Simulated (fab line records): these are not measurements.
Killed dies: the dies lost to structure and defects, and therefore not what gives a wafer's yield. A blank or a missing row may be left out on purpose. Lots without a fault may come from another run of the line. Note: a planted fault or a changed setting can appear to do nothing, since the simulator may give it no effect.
Matching of chambers || flow n5Finfet || N5_BEOL_M13_TRENCH_ETCH_34 on rieDiel-03 has 4 sister chambers
The step etches SiOC in C4F8/O2/Ar, target depth 413.47 nm, time 162.6 s. 4 wafers are shown with their chamber, then 10 later ones without.

== EACH WAFER AND ITS CHAMBER ==
{"wafer": "L078.1", "chamber": 1, "showerheadPlenumPTorr (Torr)": 3.44}
{"wafer": "L078.2", "chamber": 3, "showerheadPlenumPTorr (Torr)": 3.39}
{"wafer": "L084.1", "chamber": 0, "showerheadPlenumPTorr (Torr)": 3.40}
{"wafer": "L084.3", "chamber": 2, "showerheadPlenumPTorr (Torr)": 3.48}

== WAFERS WITH NO CHAMBER GIVEN ==
{"wafer": "L084.6", "showerheadPlenumPTorr (Torr)": 3.48}
{"wafer": "L089.1", "showerheadPlenumPTorr (Torr)": 3.38}
{"wafer": "L089.3", "showerheadPlenumPTorr (Torr)": 3.48}
{"wafer": "L089.6", "showerheadPlenumPTorr (Torr)": 3.38}
{"wafer": "L091.1", "showerheadPlenumPTorr (Torr)": 3.42}
{"wafer": "L091.5", "showerheadPlenumPTorr (Torr)": 3.40}
{"wafer": "L091.6", "showerheadPlenumPTorr (Torr)": 3.38}
{"wafer": "L092.1", "showerheadPlenumPTorr (Torr)": 3.47}
{"wafer": "L092.2", "showerheadPlenumPTorr (Torr)": 3.42}
{"wafer": "L092.3", "showerheadPlenumPTorr (Torr)": 3.40}

== EACH ONE'S CHAMBER ==
{"wafer": "L084.6", "from the rows above": 2, "in truth": 2}
{"wafer": "L089.1", "from the rows above": "can't be placed: 3 or 0", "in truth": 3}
{"wafer": "L089.3", "from the rows above": 2, "in truth": 2}
{"wafer": "L089.6", "from the rows above": "can't be placed: 3 or 0", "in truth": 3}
{"wafer": "L091.1", "from the rows above": "can't be placed: 0 or 1 or 3", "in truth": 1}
{"wafer": "L091.5", "from the rows above": "can't be placed: 0 or 3", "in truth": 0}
{"wafer": "L091.6", "from the rows above": "can't be placed: 3 or 0", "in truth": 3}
{"wafer": "L092.1", "from the rows above": "can't be placed: 2 or 1", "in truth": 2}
{"wafer": "L092.2", "from the rows above": "can't be placed: 0 or 1 or 3", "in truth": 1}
{"wafer": "L092.3", "from the rows above": "can't be placed: 0 or 3", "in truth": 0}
Placed correctly: 2 of 10. Not placeable from these rows: 8 (in 8, the candidates include the true chamber). 0 placed wrongly.
How it was worked out, from the rows above alone: a wafer's distance from a chamber is the root of the sum, over the readings, of the square of ((its reading less the chamber's mean) divided by the reading's scatter). If the next closest chamber is less than 2 further off than the closest, the wafer can't be placed; otherwise it belongs to the closest. Each chamber's mean is taken over the wafers shown for it. The scatter: with one shown wafer a chamber, the root of the mean of the squares of how far each hidden wafer lies from its nearest shown one.
